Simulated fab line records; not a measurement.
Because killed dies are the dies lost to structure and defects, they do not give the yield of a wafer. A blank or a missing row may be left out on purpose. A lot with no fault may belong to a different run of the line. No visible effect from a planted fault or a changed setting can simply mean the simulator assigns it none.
Matching of chambers :: flow n5_finfet :: 4 sister chambers for N5_BEOL_M12_ETCH_68 on rie_diel-03
The step etches SOC in N2/H2, time 285 s. 18 wafers are shown with their chamber, then 9 later ones without.

## WAFERS PAIRED WITH THEIR CHAMBERS
wafer: L079.2
chamber: 0
showerhead_plenum_p_Torr (Torr): 2.44
throttle_valve_pct (%): 17.70
oes_product_au (a.u.): 0.77

wafer: L079.4
chamber: 2
showerhead_plenum_p_Torr (Torr): 2.43
throttle_valve_pct (%): 17.99
oes_product_au (a.u.): 0.70

wafer: L079.6
chamber: 1
showerhead_plenum_p_Torr (Torr): 2.59
throttle_valve_pct (%): 17.84
oes_product_au (a.u.): 0.90

wafer: L081.3
chamber: 2
showerhead_plenum_p_Torr (Torr): 2.43
throttle_valve_pct (%): 17.99
oes_product_au (a.u.): 0.70

wafer: L081.5
chamber: 3
showerhead_plenum_p_Torr (Torr): 2.47
throttle_valve_pct (%): 17.72
oes_product_au (a.u.): 0.85

wafer: L081.6
chamber: 2
showerhead_plenum_p_Torr (Torr): 2.43
throttle_valve_pct (%): 17.97
oes_product_au (a.u.): 0.71

wafer: L080.1
chamber: 2
showerhead_plenum_p_Torr (Torr): 2.43
throttle_valve_pct (%): 17.97
oes_product_au (a.u.): 0.71

wafer: L080.4
chamber: 1
showerhead_plenum_p_Torr (Torr): 2.59
throttle_valve_pct (%): 17.85
oes_product_au (a.u.): 0.89

wafer: L080.5
chamber: 3
showerhead_plenum_p_Torr (Torr): 2.47
throttle_valve_pct (%): 17.70
oes_product_au (a.u.): 0.84

wafer: L078.1
chamber: 3
showerhead_plenum_p_Torr (Torr): 2.47
throttle_valve_pct (%): 17.70
oes_product_au (a.u.): 0.84

wafer: L078.2
chamber: 1
showerhead_plenum_p_Torr (Torr): 2.59
throttle_valve_pct (%): 17.84
oes_product_au (a.u.): 0.89

wafer: L078.5
chamber: 3
showerhead_plenum_p_Torr (Torr): 2.47
throttle_valve_pct (%): 17.71
oes_product_au (a.u.): 0.85

wafer: L083.2
chamber: 2
showerhead_plenum_p_Torr (Torr): 2.43
throttle_valve_pct (%): 17.99
oes_product_au (a.u.): 0.70

wafer: L083.3
chamber: 0
showerhead_plenum_p_Torr (Torr): 2.43
throttle_valve_pct (%): 17.70
oes_product_au (a.u.): 0.77

wafer: L083.4
chamber: 3
showerhead_plenum_p_Torr (Torr): 2.47
throttle_valve_pct (%): 17.70
oes_product_au (a.u.): 0.85

wafer: L087.1
chamber: 0
showerhead_plenum_p_Torr (Torr): 2.43
throttle_valve_pct (%): 17.70
oes_product_au (a.u.): 0.75

wafer: L087.5
chamber: 3
showerhead_plenum_p_Torr (Torr): 2.46
throttle_valve_pct (%): 17.71
oes_product_au (a.u.): 0.83

wafer: L087.6
chamber: 2
showerhead_plenum_p_Torr (Torr): 2.42
throttle_valve_pct (%): 18.00
oes_product_au (a.u.): 0.70

SIGNATURES, as means of the wafers listed above
reading: showerhead_plenum_p_Torr
chamber 0: 2.4333
chamber 1: 2.5900
chamber 2: 2.4283
chamber 3: 2.4683
scatter within a chamber: 0.00408

reading: throttle_valve_pct
chamber 0: 17.7000
chamber 1: 17.8433
chamber 2: 17.9850
chamber 3: 17.7067
scatter within a chamber: 0.00906

reading: oes_product_au
chamber 0: 0.7633
chamber 1: 0.8933
chamber 2: 0.7033
chamber 3: 0.8433
scatter within a chamber: 0.00756
Rule: for each reading, subtract the chamber's mean from the wafer's reading, divide by that reading's scatter and square the result; add these up over the readings and take the root, which gives the wafer's distance from the chamber. If the next closest chamber is less than 2 further off than the closest, the wafer can't be placed; otherwise it belongs to the closest. The scatter: take each reading less its chamber's mean, square it, sum over the shown wafers, divide by the number of wafers less the number of chambers, and take the root.

## WAFERS MISSING THEIR CHAMBER
wafer: L090.1
showerhead_plenum_p_Torr (Torr): 2.58
throttle_valve_pct (%): 17.89
oes_product_au (a.u.): 0.86

wafer: L090.3
showerhead_plenum_p_Torr (Torr): 2.46
throttle_valve_pct (%): 17.72
oes_product_au (a.u.): 0.83

wafer: L090.4
showerhead_plenum_p_Torr (Torr): 2.42
throttle_valve_pct (%): 18.00
oes_product_au (a.u.): 0.70

wafer: L094.3
showerhead_plenum_p_Torr (Torr): 2.42
throttle_valve_pct (%): 18.05
oes_product_au (a.u.): 0.68

wafer: L094.4
showerhead_plenum_p_Torr (Torr): 2.58
throttle_valve_pct (%): 17.92
oes_product_au (a.u.): 0.85

wafer: L094.5
showerhead_plenum_p_Torr (Torr): 2.42
throttle_valve_pct (%): 18.02
oes_product_au (a.u.): 0.69

wafer: L097.1
showerhead_plenum_p_Torr (Torr): 2.58
throttle_valve_pct (%): 17.92
oes_product_au (a.u.): 0.84

wafer: L097.2
showerhead_plenum_p_Torr (Torr): 2.42
throttle_valve_pct (%): 18.05
oes_product_au (a.u.): 0.68

wafer: L097.5
showerhead_plenum_p_Torr (Torr): 2.58
throttle_valve_pct (%): 17.90
oes_product_au (a.u.): 0.84

## WHICH CHAMBER EACH WENT THROUGH
wafer: L090.1
from the rows above: 1
in truth: 1

wafer: L090.3
from the rows above: 3
in truth: 3

wafer: L090.4
from the rows above: 2
in truth: 2

wafer: L094.3
from the rows above: 2
in truth: 2

wafer: L094.4
from the rows above: 1
in truth: 1

wafer: L094.5
from the rows above: 2
in truth: 2

wafer: L097.1
from the rows above: 1
in truth: 1

wafer: L097.2
from the rows above: 2
in truth: 2

wafer: L097.5
from the rows above: 1
in truth: 1
Placed correctly: 9 of 9. Number that these rows cannot place: 0. Placed wrongly: 0.
